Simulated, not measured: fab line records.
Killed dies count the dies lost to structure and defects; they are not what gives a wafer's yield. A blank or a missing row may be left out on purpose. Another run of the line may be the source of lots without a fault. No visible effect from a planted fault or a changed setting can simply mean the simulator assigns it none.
8D (eight disciplines) problem report, filled in by code :: flow nandHarc :: the parts of the form that need people (team, actions taken, sign-off) are left out

1. WHAT IS WRONG
Mean of cdNm at NHARC_P_M0_CD_MEAS_09: 86.3 nm over 2 wafers from 1 lot, against 90.1 nm (standard deviation 0.39) on wafers with no fault. Relative to the usual mean, that is a shift of -9.6 standard deviations.
The step: target cd 90 nm.
Seen first at day 7 14:19 on cdSem-02, wafer L474.4. The record has a number at this step for 33 wafers belonging to 11 lots. By rule, "out" or "out of limits" means more than 4 standard deviations away from the usual mean. The other wafers with a number count as sound.

2. WHAT IT IS, AND WHAT IT ISN'T
question: which readings at this step
is: cdNm
is not: -

question: which lots
is: L474
is not: L468, L469, L471, L472, L475, L485, L487, L488, L489, L490

question: which wafers of those lots
is: L474.4, L474.5
is not: L474.1

question: read on which gauges
is: cdSem-02
is not: cdSem-01, cdSem-03

question: when
is: from day 7 14:19
is not: up to then (13 sound wafers); but 18 sound wafers of L475, L485, L487, L488, L489, L490 came after

3. SUSPECTS, AND WHAT RULES EACH OUT
Counting: any tool at a process step up to the reading remains a suspect provided it ran every lot that is out. Sound lots after the first of them don't rule it out here, since some wafers of a struck lot are sound.
- ruled out: the gauge at NHARC_P_M0_CD_MEAS_09. All the wafers that are out were read on cdSem-02, but those of them that NHARC_P_M0_PEB_07 has rows for are out there too, on other tools.
- plasmaAsher-02 at NHARC_P_GATE_STRIP_95 (strips in O2): kept. It ran the lot that is out, L474 (day 7 02:55); its last sound lot up to then is L472 (day 6 16:13).
- rieDiel-09 at NHARC_P_CONTACT_ETCH_36 (etches the open film in N2/H2, target depth 260 nm, time 406.25 s): kept. It ran the lot that is out, L474 (day 7 14:14); its last sound lot up to then is L472 (day 6 23:52). NHARC_P_CONTACT_ETCH_36: start missing for some lots; hours and lot order therefore follow NHARC_P_M0_PEB_07.
- lithoTrack-06 at NHARC_P_M0_PEB_07 (peb time 65 s): kept. It ran the lot that is out, L474 (day 7 14:14); its last sound lot up to then is L472 (day 6 23:52). Its own heaterPowerTotalW readings are out on those wafers.
Left after counting: plasmaAsher-02 at NHARC_P_GATE_STRIP_95, rieDiel-09 at NHARC_P_CONTACT_ETCH_36, lithoTrack-06 at NHARC_P_M0_PEB_07.

4. THE CAUSE (what the simulator had put in)
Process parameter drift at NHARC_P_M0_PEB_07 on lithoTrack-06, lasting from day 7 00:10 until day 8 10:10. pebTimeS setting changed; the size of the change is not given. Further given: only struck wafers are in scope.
Counting left 3 suspects, and this tool is among them.

5. THE EFFECT CHAIN, in route order
Each row: a reading whose mean over the struck wafers that have a number lies more than 3 standard deviations from the usual. Only readings for which the record gives a usual standard deviation are gone through. hours: the time from each lot's start at the first step in this table that gives one to its start at this step, as a median over the lots. sigmas: the change in usual standard deviations.
hours: 0
step: NHARC_P_M0_PEB_07
reading: heaterPowerTotalW
usual: 156.6 W
on struck wafers: 165.8
change: +9.2
sigmas: +21

hours: 0
step: NHARC_P_M0_CD_MEAS_09
reading: cdNm
usual: 90.1 nm
on struck wafers: 86.3
change: -3.8
sigmas: -9.6

hours: 1
step: NHARC_P_M0_CD_MEAS_16
reading: cdNm
usual: 89.9 nm
on struck wafers: 86.8
change: -3.1
sigmas: -5.3
The process steps in it:
- NHARC_P_M0_PEB_07: peb time 65 s.

6. HOW IT WOULD HAVE BEEN CAUGHT EARLIER
In this record the first reading out of limits at a measuring or inspecting step was taken at day 7 14:19, 14 hours after the fault began at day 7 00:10.
Tool's own readings at NHARC_P_M0_PEB_07, heaterPowerTotalW: out on all struck wafers the step has rows for; an alarm limit on them would have tripped on the first.
All the lots that are out (1) had begun NHARC_P_M0_PEB_07 on lithoTrack-06 by day 7 14:19. A hold on the tool at that time would have spared none of them.
